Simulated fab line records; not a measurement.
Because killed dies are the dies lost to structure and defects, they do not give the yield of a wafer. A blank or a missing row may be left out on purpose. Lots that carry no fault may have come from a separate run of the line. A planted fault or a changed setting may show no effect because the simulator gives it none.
Chamber matching / flow n5 finfet / N5_BEOL_M15_ILD_DEP_00 on pecvd-04 has 3 sister chambers
The step deposits SiO2 from TEOS/O2, target thk 1629.3 nm, time 346.1 s. 6 wafers are shown with their chamber, then 8 later ones without.

## WAFERS PAIRED WITH THEIR CHAMBERS
wafer=L085.3; chamber=0; throttle valve pct (%)=18.4; showerhead plenum p Torr (Torr)=8.315
wafer=L083.4; chamber=0; throttle valve pct (%)=18.7; showerhead plenum p Torr (Torr)=8.323
wafer=L083.6; chamber=2; throttle valve pct (%)=17.0; showerhead plenum p Torr (Torr)=8.361
wafer=L086.4; chamber=2; throttle valve pct (%)=17.1; showerhead plenum p Torr (Torr)=8.378
wafer=L086.6; chamber=1; throttle valve pct (%)=18.9; showerhead plenum p Torr (Torr)=8.345
wafer=L089.3; chamber=1; throttle valve pct (%)=19.0; showerhead plenum p Torr (Torr)=8.312

## WAFERS MISSING THEIR CHAMBER
wafer=L089.4; throttle valve pct (%)=17.2; showerhead plenum p Torr (Torr)=8.345
wafer=L089.5; throttle valve pct (%)=19.0; showerhead plenum p Torr (Torr)=8.332
wafer=L092.2; throttle valve pct (%)=18.5; showerhead plenum p Torr (Torr)=8.289
wafer=L092.3; throttle valve pct (%)=17.4; showerhead plenum p Torr (Torr)=8.379
wafer=L092.4; throttle valve pct (%)=18.8; showerhead plenum p Torr (Torr)=8.334
wafer=L096.2; throttle valve pct (%)=17.4; showerhead plenum p Torr (Torr)=8.369
wafer=L096.3; throttle valve pct (%)=18.5; showerhead plenum p Torr (Torr)=8.322
wafer=L096.6; throttle valve pct (%)=19.1; showerhead plenum p Torr (Torr)=8.315

## WHICH CHAMBER EACH ONE RAN IN
wafer=L089.4; from the rows above=2; in truth=2
wafer=L089.5; from the rows above=1; in truth=1
wafer=L092.2; from the rows above=0; in truth=0
wafer=L092.3; from the rows above=2; in truth=2
wafer=L092.4; from the rows above=can't be placed: 1 or 0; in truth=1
wafer=L096.2; from the rows above=2; in truth=2
wafer=L096.3; from the rows above=0; in truth=0
wafer=L096.6; from the rows above=1; in truth=1
Correctly placed: 7 of 8. Cannot be placed on the basis of these rows: 1; the candidates contain the true chamber in 1. Placed wrongly: 0.
How it was worked out, from the rows above alone: a wafer's distance from a chamber is the root of the sum, over the readings, of the square of ((its reading less the chamber's mean) divided by the reading's scatter). The wafer belongs to the nearest chamber; if the next one is less than 2 further off, it can't be placed. Each chamber's mean is taken over the wafers shown for it. How the scatter is found: for the shown wafers, subtract from each reading the mean of its chamber, square and add these, divide the total by (wafers less chambers), then take the root.
